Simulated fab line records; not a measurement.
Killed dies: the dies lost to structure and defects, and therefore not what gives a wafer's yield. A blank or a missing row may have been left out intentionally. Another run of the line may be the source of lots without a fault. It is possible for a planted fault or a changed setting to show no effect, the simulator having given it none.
Which tool is to blame? -- flow nandHarc -- 12 lots, 36 wafers sampled, at 4 steps of a route of 1302

== WHAT THE GAUGES READ, wafer by wafer ==
Not one reading of a measure or inspect step in the record can be checked against a usual standard deviation.

== EACH LOT AND THE TOOL THAT RAN IT (in order: tool; ch and the chambers of the sampled wafers; start) ==
lot,NHARC_A_SLIT_DEP_00,NHARC_A_SLIT_ETCH_24,NHARC_A_WL_FILL_ALD_10,NHARC_A_WL_FILL_CMP_12
L224,"aclDep-01 ch 0, day 20 13:19","rieDiel-12 ch 0,2, day 20 17:56","aldHk-03 ch 1,3, day 21 15:10","cmp-03 ch 2,3, day 22 01:19"
L223,"aclDep-03 ch 0, day 20 19:52","rieDiel-03 ch 0,1,2, day 20 23:24","aldHk-02 ch 2,3, day 21 23:51","cmp-02 ch 0,1,2, day 22 10:05"
L225,"aclDep-01 ch 0, day 21 02:46","rieDiel-12 ch 0,2,3, day 21 06:54","aldHk-02 ch 1,2,3, day 22 02:41","cmp-04 ch 0,1,2, day 22 13:17"
L227,"aclDep-03 ch 0, day 22 07:11","rieDiel-12 ch 0,3, day 22 11:56","aldHk-02 ch 0,2,3, day 23 09:04","cmp-02 ch 0,1,2, day 23 21:12"
L229,"aclDep-01 ch 0, day 22 22:31","rieDiel-02 ch 0,2, day 23 03:07","aldHk-02 ch 1,2,3, day 23 23:17","cmp-02 ch 1,2,3, day 24 09:17"
L236,"aclDep-02 ch 0, day 25 03:52","rieDiel-12 ch 1,2,3, day 25 08:34","aldHk-04 ch 2,3, day 26 04:29","cmp-02 ch 0,2,3, day 26 15:05"
L239,"aclDep-03 ch 0, day 26 12:10","rieDiel-02 ch 0,1,3, day 26 16:59","aldHk-04 ch 0,3, day 27 12:36","cmp-02 ch 0,2,3, day 27 22:52"
L237,"aclDep-01 ch 0, day 26 15:15","rieDiel-12 ch 0,2,3, day 26 19:59","aldHk-02 ch 1,3, day 27 16:28","cmp-04 ch 1,2,3, day 28 02:01"
L240,"aclDep-02 ch 0, day 27 14:35","rieDiel-02 ch 0,2,3, day 27 19:22","aldHk-02 ch 1,2,3, day 28 14:54","cmp-03 ch 1,2,3, day 29 01:28"
L242,"aclDep-02 ch 0, day 28 19:40","rieDiel-02 ch 0,1,2, day 28 23:49","aldHk-02 ch 0,1,2, day 29 21:04","cmp-02 ch 0,2,3, day 30 07:37"
L243,"aclDep-01 ch 0, day 28 21:26","rieDiel-02 ch 0,3, day 29 01:33","aldHk-04 ch 1,2, day 29 20:53","cmp-04 ch 0,3, day 30 07:37"
L244,"aclDep-01 ch 0, day 29 07:49","rieDiel-03 ch 0,1,3, day 29 12:34","aldHk-03 ch 0,2,3, day 30 09:59","cmp-02 ch 0,1,3, day 30 20:42"
- NHARC_A_SLIT_DEP_00: deposits aC, target thk 6200 nm.
- NHARC_A_SLIT_ETCH_24: etches the open film in CF4/CHF3, target depth 121 nm, time 60.5 s.
- NHARC_A_WL_FILL_ALD_10: deposits SiO2, target thk 50 nm, pulse time 10 s, ald cycles 500.
- NHARC_A_WL_FILL_CMP_12: polishes, t overpolish 30 s, target thk 100 nm.

== WHAT THE TOOLS THEMSELVES READ (means of the sampled wafers that have a number; where no wafer has one, the mark that the record gives instead) ==
NHARC_A_SLIT_DEP_00.
lot,tool,throttleValvePct (%)
L224,aclDep-01,34.994
L223,aclDep-03,34.993
L225,aclDep-01,34.990
L227,aclDep-03,35.005
L229,aclDep-01,35.003
L236,aclDep-02,34.993
L239,aclDep-03,34.996
L237,aclDep-01,35.001
L240,aclDep-02,35.002
L242,aclDep-02,35.006
L243,aclDep-01,34.993
L244,aclDep-01,35.004

NHARC_A_SLIT_ETCH_24.
lot,tool,drypumpMotorCurrentA (A),oesProductAu (a.u.),rfVppV (V),showerheadPlenumPTorr (Torr),throttleValvePct (%)
L224,rieDiel-12,6.5,0.963,372.8,1.65,16.800
L223,rieDiel-03,5.8,0.962,368.2,1.52,16.802
L225,rieDiel-12,6.1,0.973,371.9,1.63,16.799
L227,rieDiel-12,6.0,0.956,372.3,1.60,16.800
L229,rieDiel-02,5.8,0.957,370.8,1.59,16.797
L236,rieDiel-12,5.9,0.949,371.1,1.58,16.800
L239,rieDiel-02,5.1,0.975,370.9,1.55,16.808
L237,rieDiel-12,6.2,0.965,372.2,1.63,16.808
L240,rieDiel-02,5.5,0.971,370.2,1.57,16.805
L242,rieDiel-02,5.4,0.966,371.0,1.57,16.796
L243,rieDiel-02,5.5,0.986,371.4,1.61,16.808
L244,rieDiel-03,5.3,0.957,369.6,1.51,16.805

NHARC_A_WL_FILL_ALD_10.
lot,tool,heaterPowerW (W),precursorPulseHeightRel
L224,aldHk-03,504,0.993
L223,aldHk-02,406,0.993
L225,aldHk-02,428,1.006
L227,aldHk-02,414,0.995
L229,aldHk-02,425,0.994
L236,aldHk-04,438,1.007
L239,aldHk-04,435,1.013
L237,aldHk-02,449,0.993
L240,aldHk-02,431,1.004
L242,aldHk-02,436,1.004
L243,aldHk-04,434,0.999
L244,aldHk-03,472,1.007

NHARC_A_WL_FILL_CMP_12.
lot,tool,motorCurrentA (A),overpolishRunS (s),retainingRingPressureFrac,timeToEndpointS (s)
L224,cmp-03,11.8,30.003,1.000,19
L223,cmp-02,13.3,30.003,1.000,21
L225,cmp-04,12.3,29.997,1.001,18
L227,cmp-02,12.9,29.996,0.997,20
L229,cmp-02,12.8,29.997,0.999,25
L236,cmp-02,13.5,29.994,0.999,18
L239,cmp-02,13.5,30.003,0.999,24
L237,cmp-04,12.6,29.997,0.995,18
L240,cmp-03,13.1,30.006,0.997,17
L242,cmp-02,13.0,29.989,0.999,23
L243,cmp-04,12.2,29.997,0.997,20
L244,cmp-02,13.1,30.003,0.996,23

== THE ANSWER, worked out from the rows above alone ==
Rule: what is usual is taken from the lots themselves. The widest of any qualifying gaps counts: lots, ordered by their means at a reading, are off when they make up no more than a third of the lots, leave a main group of 4 or more, and stand apart from it by 3 or more times the standard deviation of that group's means. A main group whose means are all the same, to the digits that the tables above print for the reading, isn't used. A lot without any number at a reading at which 4 lots or more have one is off too. All remaining lots with rows at the step are treated as sound. After the gauges, taken in route order, come the tools' own readings; for these a lot's mean is taken, as printed above. At the first step where some lot is off, the reading lying furthest off is the one used; lots without a number count as furthest.
None of the lots is off at any reading shown; this tells nothing.

== WHAT WAS PUT IN BY THE SIMULATOR ==
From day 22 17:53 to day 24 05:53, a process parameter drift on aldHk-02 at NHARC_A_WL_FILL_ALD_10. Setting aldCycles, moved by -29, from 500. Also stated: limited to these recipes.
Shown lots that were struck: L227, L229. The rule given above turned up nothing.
